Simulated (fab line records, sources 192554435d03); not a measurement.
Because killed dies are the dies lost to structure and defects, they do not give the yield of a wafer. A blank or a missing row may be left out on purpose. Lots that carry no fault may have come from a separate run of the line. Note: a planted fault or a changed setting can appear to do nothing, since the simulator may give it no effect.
Matching of chambers / flow n5 finfet / 4 sister chambers for N5_SD_EPI_N_ETCH_34 on rie diel-01
The step etches SiARC in CF4, target depth 45.5 nm, time 75.8 s. 8 wafers are shown with their chamber, then 9 later ones without.

== WAFERS WITH THEIR CHAMBER ==
wafer=L079.1; chamber=2; drypump motor current A (A)=5.9; oes product au (a.u.)=0.61
wafer=L083.4; chamber=0; drypump motor current A (A)=6.1; oes product au (a.u.)=0.79
wafer=L086.2; chamber=0; drypump motor current A (A)=6.0; oes product au (a.u.)=0.77
wafer=L086.3; chamber=1; drypump motor current A (A)=6.0; oes product au (a.u.)=0.60
wafer=L086.6; chamber=1; drypump motor current A (A)=6.1; oes product au (a.u.)=0.60
wafer=L087.1; chamber=2; drypump motor current A (A)=5.9; oes product au (a.u.)=0.62
wafer=L087.2; chamber=3; drypump motor current A (A)=5.3; oes product au (a.u.)=0.80
wafer=L087.5; chamber=3; drypump motor current A (A)=5.3; oes product au (a.u.)=0.80

== WAFERS WITHOUT THEIR CHAMBER ==
wafer=L089.1; drypump motor current A (A)=5.9; oes product au (a.u.)=0.60
wafer=L089.2; drypump motor current A (A)=6.1; oes product au (a.u.)=0.75
wafer=L089.6; drypump motor current A (A)=6.0; oes product au (a.u.)=0.75
wafer=L095.3; drypump motor current A (A)=5.9; oes product au (a.u.)=0.60
wafer=L095.5; drypump motor current A (A)=5.9; oes product au (a.u.)=0.60
wafer=L095.6; drypump motor current A (A)=6.0; oes product au (a.u.)=0.74
wafer=L097.2; drypump motor current A (A)=5.3; oes product au (a.u.)=0.76
wafer=L097.4; drypump motor current A (A)=5.3; oes product au (a.u.)=0.76
wafer=L097.5; drypump motor current A (A)=5.9; oes product au (a.u.)=0.60

== THE CHAMBER EACH PASSED THROUGH ==
wafer=L089.1; from the rows above=can't be placed: 2 or 1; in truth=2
wafer=L089.2; from the rows above=0; in truth=0
wafer=L089.6; from the rows above=0; in truth=0
wafer=L095.3; from the rows above=can't be placed: 2 or 1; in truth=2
wafer=L095.5; from the rows above=can't be placed: 2 or 1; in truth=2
wafer=L095.6; from the rows above=0; in truth=0
wafer=L097.2; from the rows above=3; in truth=3
wafer=L097.4; from the rows above=3; in truth=3
wafer=L097.5; from the rows above=can't be placed: 2 or 1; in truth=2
Correctly placed: 5 of 9. Unplaceable from these rows: 4, with the true chamber sitting among the candidates in 4. Number placed wrongly: 0.
How it was worked out, from the rows above alone: a wafer's distance from a chamber is the root of the sum, over the readings, of the square of ((its reading less the chamber's mean) divided by the reading's scatter). The wafer belongs to the nearest chamber; if the next one is less than 2 further off, it can't be placed. A chamber's mean is the mean of its shown wafers. The scatter: the root of (the sum of the squares of (reading less its chamber's mean) over the shown wafers, divided by (wafers less chambers)).
